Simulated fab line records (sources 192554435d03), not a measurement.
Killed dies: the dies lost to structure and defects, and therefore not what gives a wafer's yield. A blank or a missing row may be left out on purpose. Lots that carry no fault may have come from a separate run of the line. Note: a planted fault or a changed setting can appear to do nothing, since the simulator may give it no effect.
Matching of chambers + flow n5 finfet + N5_BEOL_M3_CO_CAP_55 on cvd co-01 has 3 sister chambers
The step material Co, precursor CCTBA/H2, target thk 2 nm, time 102.1 s. 18 wafers are shown with their chamber, then 9 later ones without.

== WAFERS, EACH WITH ITS CHAMBER ==
| wafer  | chamber | heater power w (W) |
|--------|---------|--------------------|
| L076.3 | 2       | 232                |
| L076.5 | 0       | 203                |
| L076.6 | 1       | 221                |
| L078.1 | 1       | 227                |
| L078.3 | 0       | 210                |
| L078.4 | 1       | 229                |
| L081.3 | 1       | 227                |
| L081.5 | 2       | 231                |
| L081.6 | 0       | 206                |
| L085.2 | 0       | 203                |
| L085.3 | 1       | 223                |
| L085.5 | 2       | 232                |
| L086.1 | 1       | 226                |
| L086.3 | 2       | 228                |
| L086.5 | 0       | 208                |
| L091.3 | 2       | 226                |
| L091.5 | 1       | 226                |
| L091.6 | 0       | 211                |

SIGNATURES, as means of the wafers listed above
| reading        | chamber 0 | chamber 1 | chamber 2 | scatter within a chamber |
|----------------|-----------|-----------|-----------|--------------------------|
| heater power w | 206.83    | 225.57    | 229.80    | 2.96                     |
Rule: a wafer lies at a distance from a chamber equal to the root of the sum of squares, over the readings, of (its reading less the chamber's mean, divided by the reading's scatter). The wafer belongs to the nearest chamber; if the next one is less than 2 further off, it can't be placed. The scatter: take each reading less its chamber's mean, square it, sum over the shown wafers, divide by the number of wafers less the number of chambers, and take the root.

== WAFERS MISSING THEIR CHAMBER ==
| wafer  | heater power w (W) |
|--------|--------------------|
| L092.2 | 221                |
| L092.3 | 209                |
| L092.6 | 210                |
| L094.1 | 210                |
| L094.5 | 225                |
| L094.6 | 209                |
| L097.2 | 211                |
| L097.3 | 228                |
| L097.5 | 210                |

== EACH ONE'S CHAMBER ==
| wafer  | from the rows above     | in truth |
|--------|-------------------------|----------|
| L092.2 | can't be placed: 1 or 2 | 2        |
| L092.3 | 0                       | 0        |
| L092.6 | 0                       | 0        |
| L094.1 | 0                       | 0        |
| L094.5 | can't be placed: 1 or 2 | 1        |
| L094.6 | 0                       | 0        |
| L097.2 | 0                       | 0        |
| L097.3 | can't be placed: 2 or 1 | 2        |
| L097.5 | 0                       | 0        |
Correct placement for 6 of the 9. Cannot be placed on the basis of these rows: 3; the candidates contain the true chamber in 3. Wrongly placed: 0.
